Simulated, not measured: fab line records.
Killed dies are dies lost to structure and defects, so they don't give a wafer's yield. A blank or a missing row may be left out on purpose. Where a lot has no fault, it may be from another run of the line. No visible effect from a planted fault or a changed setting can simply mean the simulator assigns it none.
Which of the tools did it?    flow nand-harc    11 lots with 33 wafers sampled at 5 steps, on a route of 1159 steps

## WHAT THE GAUGES SHOWED, per wafer
NHARC_A_ZERO_WELL_INSPECT_17.
lot   measured      on                 raw-defect-count
L373  day 7 02:09   defect-inspect-01  15 22 10
L374  day 7 05:17   defect-inspect-02  2 15 8
L377  day 7 13:17   defect-inspect-01  5 10 16
L376  day 7 16:57   defect-inspect-02  12 7 14
L384  day 9 23:19   defect-inspect-01  4 803 4
L387  day 10 17:46  defect-inspect-01  16 10 6
L388  day 10 17:56  defect-inspect-02  9 769 7
L390  day 11 03:10  defect-inspect-01  8 3 25
L389  day 11 04:07  defect-inspect-01  22 11 12
L393  day 11 18:34  defect-inspect-01  8 8 14
L395  day 12 09:55  defect-inspect-01  15 14 14

## EACH LOT AND THE TOOL THAT RAN IT (in order: tool; ch and the chambers of the sampled wafers; start)
lot   NHARC_P_BONDPAD_ETCH_37             NHARC_A_ZERO_WELL_DESCUM_12         NHARC_A_ZERO_WELL_ETCH_13         NHARC_A_ZERO_WELL_STRIP_14
L373  rie-diel-07 ch 0,3, day 6 20:25     rie-diel-01 ch 0,1, day 7 00:41     rie-si-05 ch 1,2,3, day 7 00:54   wet-bench-07 ch 0,2,5, day 7 01:02
L374  rie-diel-12 ch 0,1,3, day 6 23:59   rie-diel-08 ch 0,1,2, day 7 03:59   rie-si-02 ch 0,1,3, day 7 04:12   wet-bench-04 ch 0,5,6, day 7 04:21
L377  rie-diel-12 ch 0,2,3, day 7 07:54   rie-diel-04 ch 2,3, day 7 11:58     rie-si-05 ch 2,3, day 7 12:10     wet-bench-09 ch 2,4,6, day 7 12:19
L376  rie-diel-12 ch 1,2,3, day 7 11:32   rie-diel-04 ch 0,1,2, day 7 15:38   rie-si-02 ch 0,1,2, day 7 15:50   wet-bench-04 ch 0,1,5, day 7 16:00
L384  rie-diel-02 ch 0,1,3, day 9 17:46   rie-diel-08 ch 1,2, day 9 21:59     rie-si-01 ch 0,2,3, day 9 22:13   wet-bench-07 ch 1,4,7, day 9 22:22
L387  rie-diel-12 ch 0,2,3, day 10 12:07  rie-diel-08 ch 0,2,3, day 10 16:16  rie-si-01 ch 1,2,3, day 10 16:30  wet-bench-04 ch 2,3,4, day 10 16:39
L388  rie-diel-12 ch 0,3, day 10 12:34    rie-diel-04 ch 1,2, day 10 16:32    rie-si-02 ch 0,2,3, day 10 16:44  wet-bench-07 ch 0,6,7, day 10 16:56
L390  rie-diel-02 ch 0,1,3, day 10 21:57  rie-diel-08 ch 0,3, day 11 01:52    rie-si-01 ch 0,2,3, day 11 02:04  wet-bench-09 ch 2,3,5, day 11 02:14
L389  rie-diel-12 ch 1,2, day 10 22:46    rie-diel-04 ch 1,2,3, day 11 02:47  rie-si-01 ch 0,1,3, day 11 02:59  wet-bench-04 ch 2,3,5, day 11 03:07
L393  rie-diel-12 ch 0,1,2, day 11 12:02  rie-diel-08 ch 1,2,3, day 11 17:14  rie-si-02 ch 0,2,3, day 11 17:26  wet-bench-09 ch 1,2,7, day 11 17:38
L395  rie-diel-02 ch 0,2,3, day 12 04:17  rie-diel-04 ch 0,1,2, day 12 08:23  rie-si-02 ch 1,2, day 12 08:35    wet-bench-04 ch 0,1,7, day 12 08:44
- NHARC_P_BONDPAD_ETCH_37: etches the open film in N2/H2, target depth 60 nm, overetch 18 nm, time 65.91 s.
- NHARC_A_ZERO_WELL_DESCUM_12: chemistry O2, time 3 s.
- NHARC_A_ZERO_WELL_ETCH_13: etches the open film in HBr/Cl2, target depth 120 nm, time 40.1 s.
- NHARC_A_ZERO_WELL_STRIP_14: strips in SPM, time 900 s.

## THE ANSWER, worked out from the rows above alone
Rule: usual is defined by the lots themselves. Put in order of their means at a reading, lots are off if they are a third of the lots or fewer, leave a main group of 4 or more, and stand apart from it by a gap of 3 or more times the standard deviation of the main group's means; of several such gaps the widest counts. The tables above print the reading to a certain number of digits; a main group whose means all agree to those digits is not used. A lot without any number at a reading at which 4 lots or more have one is off too. Where the step has rows for the other lots, those lots are counted as sound.
Off at NHARC_A_ZERO_WELL_INSPECT_17 (raw-defect-count): L384, L388. For the main group the mean is 12 and the standard deviation 2.4.
If a tool, at a process step before that reading, ran all the lots that are off and no sound lot after the first of them, it fits. Gauges at NHARC_A_ZERO_WELL_INSPECT_17: tried the same way as those tools. One fits: wet-bench-07 at NHARC_A_ZERO_WELL_STRIP_14. A fault onset in the window from L373 (day 7 01:02, its last sound lot) to L384 (day 9 22:22, its first lot off) fits.

## WHAT THE SIMULATOR PUT IN
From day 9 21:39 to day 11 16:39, wet-bench-07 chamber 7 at NHARC_A_ZERO_WELL_STRIP_14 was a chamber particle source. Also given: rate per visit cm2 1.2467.
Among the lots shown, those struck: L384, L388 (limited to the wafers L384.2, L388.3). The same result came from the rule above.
